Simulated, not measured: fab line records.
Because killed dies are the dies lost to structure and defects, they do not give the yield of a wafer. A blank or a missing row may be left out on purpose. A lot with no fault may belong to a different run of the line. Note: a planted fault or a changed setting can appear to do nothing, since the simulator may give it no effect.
Matching of chambers || flow n5-finfet || cmp-02 running N5_GATE_CUT_CMP_43: 4 sister chambers
The step polishes SiO2. 8 wafers are shown with their chamber, then 9 later ones without.

## EACH WAFER AND ITS CHAMBER
{"wafer": "L075.6", "chamber": 1, "motor-current-A (A)": 13.6}
{"wafer": "L079.5", "chamber": 2, "motor-current-A (A)": 11.6}
{"wafer": "L080.1", "chamber": 2, "motor-current-A (A)": 12.0}
{"wafer": "L081.2", "chamber": 0, "motor-current-A (A)": 12.8}
{"wafer": "L081.6", "chamber": 1, "motor-current-A (A)": 12.2}
{"wafer": "L085.1", "chamber": 3, "motor-current-A (A)": 12.0}
{"wafer": "L085.3", "chamber": 0, "motor-current-A (A)": 12.1}
{"wafer": "L085.6", "chamber": 3, "motor-current-A (A)": 12.0}

## WAFERS MISSING THEIR CHAMBER
{"wafer": "L087.1", "motor-current-A (A)": 12.3}
{"wafer": "L087.4", "motor-current-A (A)": 12.0}
{"wafer": "L087.6", "motor-current-A (A)": 12.8}
{"wafer": "L088.1", "motor-current-A (A)": 13.0}
{"wafer": "L088.3", "motor-current-A (A)": 12.1}
{"wafer": "L088.6", "motor-current-A (A)": 13.1}
{"wafer": "L094.1", "motor-current-A (A)": 12.6}
{"wafer": "L094.3", "motor-current-A (A)": 12.7}
{"wafer": "L094.5", "motor-current-A (A)": 12.5}

## WHICH CHAMBER EACH ONE RAN IN
{"wafer": "L087.1", "from the rows above": "can't be placed: 0 or 3 or 2 or 1", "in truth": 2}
{"wafer": "L087.4", "from the rows above": "can't be placed: 3 or 2 or 0 or 1", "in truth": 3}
{"wafer": "L087.6", "from the rows above": "can't be placed: 1 or 0 or 3 or 2", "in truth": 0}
{"wafer": "L088.1", "from the rows above": "can't be placed: 1 or 0 or 3 or 2", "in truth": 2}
{"wafer": "L088.3", "from the rows above": "can't be placed: 3 or 2 or 0 or 1", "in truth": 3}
{"wafer": "L088.6", "from the rows above": "can't be placed: 1 or 0 or 3 or 2", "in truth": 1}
{"wafer": "L094.1", "from the rows above": "can't be placed: 0 or 1 or 3 or 2", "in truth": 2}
{"wafer": "L094.3", "from the rows above": "can't be placed: 1 or 0 or 3 or 2", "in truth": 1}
{"wafer": "L094.5", "from the rows above": "can't be placed: 0 or 1 or 3 or 2", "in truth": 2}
Correctly placed: 0 of 9. From these rows, 9 cannot be placed; in 9 the true chamber is one of the candidates. 0 placed wrongly.
How it was worked out, from the rows above alone: a wafer's distance from a chamber is the root of the sum, over the readings, of the square of ((its reading less the chamber's mean) divided by the reading's scatter). The wafer belongs to the nearest chamber; if the next one is less than 2 further off, it can't be placed. For every chamber, the mean is computed from those of its wafers that are shown. The scatter: take each reading less its chamber's mean, square it, sum over the shown wafers, divide by the number of wafers less the number of chambers, and take the root.
